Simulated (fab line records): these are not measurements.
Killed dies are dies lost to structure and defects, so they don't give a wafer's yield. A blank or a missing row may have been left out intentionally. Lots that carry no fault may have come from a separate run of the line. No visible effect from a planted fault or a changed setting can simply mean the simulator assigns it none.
Chamber matching / flow n5-finfet / N5_GATE_CUT_ETCH_36 on rie-diel-06: 4 sister chambers
The step etches SiARC in CF4, target depth 13 nm, time 21.7 s. 14 wafers are shown with their chamber, then 7 later ones without.

== EACH WAFER AND ITS CHAMBER ==
wafer=L077.1; chamber=0; etch-rf-on-time-s (s)=21.0; throttle-valve-pct (%)=15.22; showerhead-plenum-p-Torr (Torr)=2.20
wafer=L077.3; chamber=2; etch-rf-on-time-s (s)=23.0; throttle-valve-pct (%)=15.26; showerhead-plenum-p-Torr (Torr)=2.23
wafer=L077.6; chamber=2; etch-rf-on-time-s (s)=22.7; throttle-valve-pct (%)=15.29; showerhead-plenum-p-Torr (Torr)=2.23
wafer=L078.3; chamber=2; etch-rf-on-time-s (s)=22.8; throttle-valve-pct (%)=15.28; showerhead-plenum-p-Torr (Torr)=2.23
wafer=L078.4; chamber=0; etch-rf-on-time-s (s)=20.8; throttle-valve-pct (%)=15.22; showerhead-plenum-p-Torr (Torr)=2.20
wafer=L078.5; chamber=2; etch-rf-on-time-s (s)=22.6; throttle-valve-pct (%)=15.29; showerhead-plenum-p-Torr (Torr)=2.23
wafer=L074.1; chamber=1; etch-rf-on-time-s (s)=21.8; throttle-valve-pct (%)=15.83; showerhead-plenum-p-Torr (Torr)=2.03
wafer=L074.5; chamber=0; etch-rf-on-time-s (s)=20.9; throttle-valve-pct (%)=15.23; showerhead-plenum-p-Torr (Torr)=2.20
wafer=L074.6; chamber=1; etch-rf-on-time-s (s)=21.8; throttle-valve-pct (%)=15.84; showerhead-plenum-p-Torr (Torr)=2.03
wafer=L083.1; chamber=3; etch-rf-on-time-s (s)=22.2; throttle-valve-pct (%)=15.76; showerhead-plenum-p-Torr (Torr)=2.08
wafer=L083.2; chamber=2; etch-rf-on-time-s (s)=22.9; throttle-valve-pct (%)=15.30; showerhead-plenum-p-Torr (Torr)=2.23
wafer=L083.4; chamber=1; etch-rf-on-time-s (s)=21.7; throttle-valve-pct (%)=15.86; showerhead-plenum-p-Torr (Torr)=2.03
wafer=L094.1; chamber=1; etch-rf-on-time-s (s)=21.7; throttle-valve-pct (%)=15.39; showerhead-plenum-p-Torr (Torr)=2.28
wafer=L094.2; chamber=3; etch-rf-on-time-s (s)=21.9; throttle-valve-pct (%)=15.81; showerhead-plenum-p-Torr (Torr)=2.07

SIGNATURES (means of the wafers above)
reading=etch-rf-on-time-s; chamber 0=20.900; chamber 1=21.750; chamber 2=22.800; chamber 3=22.050; scatter within a chamber=0.132
reading=throttle-valve-pct; chamber 0=15.2233; chamber 1=15.7300; chamber 2=15.2840; chamber 3=15.7850; scatter within a chamber=0.125
reading=showerhead-plenum-p-Torr; chamber 0=2.2000; chamber 1=2.0925; chamber 2=2.2300; chamber 3=2.0750; scatter within a chamber=0.0685
Rule: a wafer lies at a distance from a chamber equal to the root of the sum of squares, over the readings, of (its reading less the chamber's mean, divided by the reading's scatter). If the next closest chamber is less than 2 further off than the closest, the wafer can't be placed; otherwise it belongs to the closest. The scatter: take each reading less its chamber's mean, square it, sum over the shown wafers, divide by the number of wafers less the number of chambers, and take the root.

== WAFERS WITHOUT THEIR CHAMBER ==
wafer=L094.3; etch-rf-on-time-s (s)=20.9; throttle-valve-pct (%)=15.30; showerhead-plenum-p-Torr (Torr)=2.19
wafer=L094.4; etch-rf-on-time-s (s)=22.7; throttle-valve-pct (%)=15.34; showerhead-plenum-p-Torr (Torr)=2.22
wafer=L094.5; etch-rf-on-time-s (s)=22.7; throttle-valve-pct (%)=15.32; showerhead-plenum-p-Torr (Torr)=2.22
wafer=L094.6; etch-rf-on-time-s (s)=22.0; throttle-valve-pct (%)=15.81; showerhead-plenum-p-Torr (Torr)=2.07
wafer=L097.2; etch-rf-on-time-s (s)=22.7; throttle-valve-pct (%)=15.36; showerhead-plenum-p-Torr (Torr)=2.22
wafer=L097.4; etch-rf-on-time-s (s)=21.8; throttle-valve-pct (%)=15.40; showerhead-plenum-p-Torr (Torr)=2.28
wafer=L097.5; etch-rf-on-time-s (s)=21.8; throttle-valve-pct (%)=15.39; showerhead-plenum-p-Torr (Torr)=2.28

== WHICH CHAMBER EACH WENT THROUGH ==
wafer=L094.3; from the rows above=0; in truth=0
wafer=L094.4; from the rows above=2; in truth=2
wafer=L094.5; from the rows above=2; in truth=2
wafer=L094.6; from the rows above=can't be placed: 3 or 1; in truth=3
wafer=L097.2; from the rows above=2; in truth=2
wafer=L097.4; from the rows above=can't be placed: 1 or 3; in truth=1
wafer=L097.5; from the rows above=can't be placed: 1 or 3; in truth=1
Placed correctly: 4 of 7. Unplaceable from these rows: 3, with the true chamber sitting among the candidates in 3. 0 placed wrongly.
